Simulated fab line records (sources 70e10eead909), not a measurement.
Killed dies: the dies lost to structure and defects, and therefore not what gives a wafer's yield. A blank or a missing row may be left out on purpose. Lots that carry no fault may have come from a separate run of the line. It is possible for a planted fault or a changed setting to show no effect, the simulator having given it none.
What tool caused it? + flow nand_harc + 6 lots, 17 wafers sampled, at 5 steps of a route of 1159

## WHAT EACH GAUGE READ, for each wafer
NHARC_END_SORT_01.
| lot  | measured     | on        | defect_limited_yield (%) |
|------|--------------|-----------|--------------------------|
| L359 | day 25 20:01 | prober-01 | 14.2 18.2                |
| L360 | day 26 03:54 | prober-01 | 93.8 95.3 18.0           |

## WHAT TOOL EACH LOT RAN ON (gives the tool, then ch and the chambers of the sampled wafers, and finally the start)
| lot  | NHARC_A_BONDPAD_STRIP_15           | NHARC_A_BONDPAD_ETCH_24                       | NHARC_A_BONDPAD_ECD_18         | NHARC_THIN_TSV_STRIP_45              |
|------|------------------------------------|-----------------------------------------------|--------------------------------|--------------------------------------|
| L349 | rie_diel-03 ch 0,1,3, day 19 15:00 | rie_diel-03 ch 1,2,3, day 19 15:59 or earlier | ecd_cu-02 ch 0,1, day 19 15:59 | plasma_asher-02 ch 0,1, day 20 06:02 |
| L355 | rie_diel-03 ch 0,1,3, day 22 21:26 | rie_diel-03 ch 0,1,3, day 22 22:23 or earlier | ecd_cu-01 ch 0,1, day 22 22:23 | plasma_asher-01 ch 0,1, day 23 16:32 |
| L353 | rie_diel-03 ch 0,1,2, day 23 06:40 | rie_diel-03 ch 0,2,3, day 23 07:35 or earlier | ecd_cu-01 ch 0,1, day 23 07:35 | plasma_asher-02 ch 0,1, day 23 22:05 |
| L359 | rie_diel-03 ch 0,3, day 24 11:07   | rie_diel-03 ch 1,3, day 24 12:22 or earlier   | ecd_cu-01 ch 1, day 24 12:22   | plasma_asher-01 ch 0, day 25 03:35   |
| L360 | rie_diel-13 ch 0,3, day 24 20:18   | rie_diel-13 ch 0,1, day 24 21:26 or earlier   | ecd_cu-01 ch 0,1, day 24 21:26 | plasma_asher-02 ch 0,1, day 25 09:58 |
| L369 | rie_diel-04 ch 0,3, day 25 07:34   | rie_diel-04 ch 0,1,3, day 25 08:40 or earlier | ecd_cu-02 ch 0,1, day 25 08:40 | plasma_asher-02 ch 0,1, day 26 01:07 |
- NHARC_A_BONDPAD_STRIP_15: strips in O2.
- NHARC_A_BONDPAD_ETCH_24: etches the open film in CF4/N2, target depth 30 nm, time 72.99 s.
- NHARC_A_BONDPAD_ECD_18: material Cu, target thk 400 nm.
- NHARC_THIN_TSV_STRIP_45: strips in O2.

## THE ANSWER, worked out from the rows above alone
Rule: the lots themselves supply what counts as usual. Put in order of their means at a reading, lots are off if they are a third of the lots or fewer, leave a main group of 4 or more, and stand apart from it by a gap of 3 or more times the standard deviation of the main group's means; of several such gaps the widest counts. The tables above print the reading to a certain number of digits; a main group whose means all agree to those digits is not used. Also off: a lot with no number at a reading for which 4 or more lots have one. Any other lot the step has rows for is counted as sound.
No lot is off on any of the readings shown, so nothing can be concluded from this.

## WHAT THE SIMULATOR HAD INSERTED
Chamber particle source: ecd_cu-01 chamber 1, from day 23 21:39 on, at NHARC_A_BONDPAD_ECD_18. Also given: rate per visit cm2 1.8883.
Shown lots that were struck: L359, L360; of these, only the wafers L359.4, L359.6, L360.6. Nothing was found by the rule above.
